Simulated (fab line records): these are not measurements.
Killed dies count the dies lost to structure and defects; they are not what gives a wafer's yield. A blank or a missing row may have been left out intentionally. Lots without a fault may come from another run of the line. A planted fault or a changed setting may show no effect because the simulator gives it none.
Matching of chambers	flow nand harc	NHARC_A_CONTACT_ETCH_88 on rie diel-01: 4 sister chambers
The step etches the open film in CF4, target depth 39 nm, time 65 s. 4 wafers are shown with their chamber, then 7 later ones without.

== EACH WAFER AND ITS CHAMBER ==
wafer	chamber	drypump motor current A (A)
L420.6	0	6.5
L421.1	1	5.3
L435.1	2	5.9
L435.3	3	5.5

== WAFERS WHOSE CHAMBER IS MISSING ==
wafer	drypump motor current A (A)
L435.6	5.5
L437.4	6.5
L437.5	5.3
L437.6	6.5
L439.1	6.5
L439.2	5.8
L439.3	5.5

== WHICH CHAMBER EACH ONE RAN IN ==
wafer	from the rows above	in truth
L435.6	3	3
L437.4	0	0
L437.5	1	1
L437.6	0	0
L439.1	0	0
L439.2	2	2
L439.3	3	3
7 of 7 placed correctly. From these rows, 0 cannot be placed. 0 placed wrongly.
How it was worked out, from the rows above alone: a wafer's distance from a chamber is the root of the sum, over the readings, of the square of ((its reading less the chamber's mean) divided by the reading's scatter). If the next closest chamber is less than 2 further off than the closest, the wafer can't be placed; otherwise it belongs to the closest. Each chamber's mean is taken over the wafers shown for it. The scatter: root of mean squared gap, hidden wafer to nearest shown wafer, with one shown wafer a chamber.
